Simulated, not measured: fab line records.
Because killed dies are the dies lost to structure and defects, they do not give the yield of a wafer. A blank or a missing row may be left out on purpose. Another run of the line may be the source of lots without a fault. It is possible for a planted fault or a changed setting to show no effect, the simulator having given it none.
Code-filled problem report in 8D (eight disciplines) form | flow n5 finfet | the parts of the form that need people (team, actions taken, sign-off) are left out

1. PROBLEM STATEMENT
Mean of barrier field endpoint s at N5_BEOL_M4_CMP_52: 31.2 s across 2 wafers in 2 lots; on wafers with no fault it is 24.6 s (standard deviation 0.72). That puts it +9.2 standard deviations away from the usual mean.
The step: polishes, stops on SiOC, t overpolish 6.8 s, target thk 40 nm.
First seen on wafer L766.3, day 10 03:00, on cmp-02. At this step, 35 wafers from 12 lots have a number in the record. Rule for "out" (also "out of limits"): further than 4 standard deviations from the usual mean. All remaining wafers that have a number are taken as sound.

2. WHAT IT IS AND WHAT IT IS NOT
question                    | is                       | is not
which readings at this step | barrier field endpoint s | motor current A, overpolish run s, platen rpm, retaining ring pressure frac
which lots                  | L766, L769               | L758, L759, L762, L770, L771, L774, L775, L777, L779, L780
which wafers of those lots  | L766.3, L769.4           | L766.1, L766.2, L769.3, L769.6
read on which tools         | cmp-02                   | cmp-01, cmp-04
when                        | from day 10 03:00        | up to then (11 sound wafers); but 22 sound wafers of L769, L770, L771, L774, L775, L777, L779, L780 came after

3. SUSPECTS, AND WHAT RULES EACH OUT
Counting: a tool at a process step up to the reading stays a suspect if it ran every lot that is out. Sound lots after the first of them don't rule it out here, since some wafers of a struck lot are sound.
- pvd sputter-03 at N5_BEOL_M4_ANNEAL_80 (time 240 s): kept. It ran every lot that is out, first L766 (day 10 01:03); its last sound lot up to then is L762 (day 8 18:54).
- pvd sputter-03 at N5_BEOL_M4_SPUTTER_81 (material Cu, target thk 4.5 nm, time 8.29 s): kept. It ran every lot that is out, first L766 (day 10 01:11); its last sound lot up to then is L762 (day 8 19:02).
- pvd sputter-03 at N5_BEOL_M4_SPUTTER_90 (material Cu, target thk 4.5 nm, time 8.29 s): kept. It ran every lot that is out, first L766 (day 10 01:51); its last sound lot up to then is L762 (day 8 19:42).
- cmp-02 at N5_BEOL_M4_CMP_52 (polishes, stops on SiOC, t overpolish 6.8 s, target thk 40 nm): kept. It ran every lot that is out, first L766 (day 10 03:00); its last sound lot up to then is L762 (day 8 20:53). Out on those wafers are its own readings of barrier field endpoint s.
- cmp-02, N5_BEOL_M4_CMP_52: wafers that are out in chamber 0, sound lot-mates in chambers 1, 2, 3.
Left after counting: pvd sputter-03 at N5_BEOL_M4_ANNEAL_80, pvd sputter-03 at N5_BEOL_M4_SPUTTER_81, pvd sputter-03 at N5_BEOL_M4_SPUTTER_90, cmp-02 at N5_BEOL_M4_CMP_52.

4. THE CAUSE (what the simulator had put in)
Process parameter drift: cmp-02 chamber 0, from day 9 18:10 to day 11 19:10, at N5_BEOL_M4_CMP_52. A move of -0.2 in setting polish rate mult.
Of the 4 suspects that counting leaves, this tool is one.

5. THE EFFECT CHAIN, in route order
Each row: a reading where the mean over the struck wafers with a number is more than 3 standard deviations away from the usual. Only readings for which the record gives a usual standard deviation are gone through. hours: the time from each lot's start at the first step in this table that gives one to its start at this step, as a median over the lots. sigmas: the change in usual standard deviations.
hours | step              | reading                  | usual  | on struck wafers | change | sigmas
0     | N5_BEOL_M4_CMP_52 | barrier field endpoint s | 24.6 s | 31.2             | +6.6   | +9.2
0     | N5_BEOL_M4_CMP_52 | time to endpoint s       | 62 s   | 78               | +16    | +4.4
It contains these process steps:
- N5_BEOL_M4_CMP_52: polishes, stops on SiOC, t overpolish 6.8 s, target thk 40 nm.

6. HOW IT WOULD HAVE BEEN CAUGHT EARLIER
First out-of-limits reading in this record: day 10 03:00, which is 9 hours after fault onset at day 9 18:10.
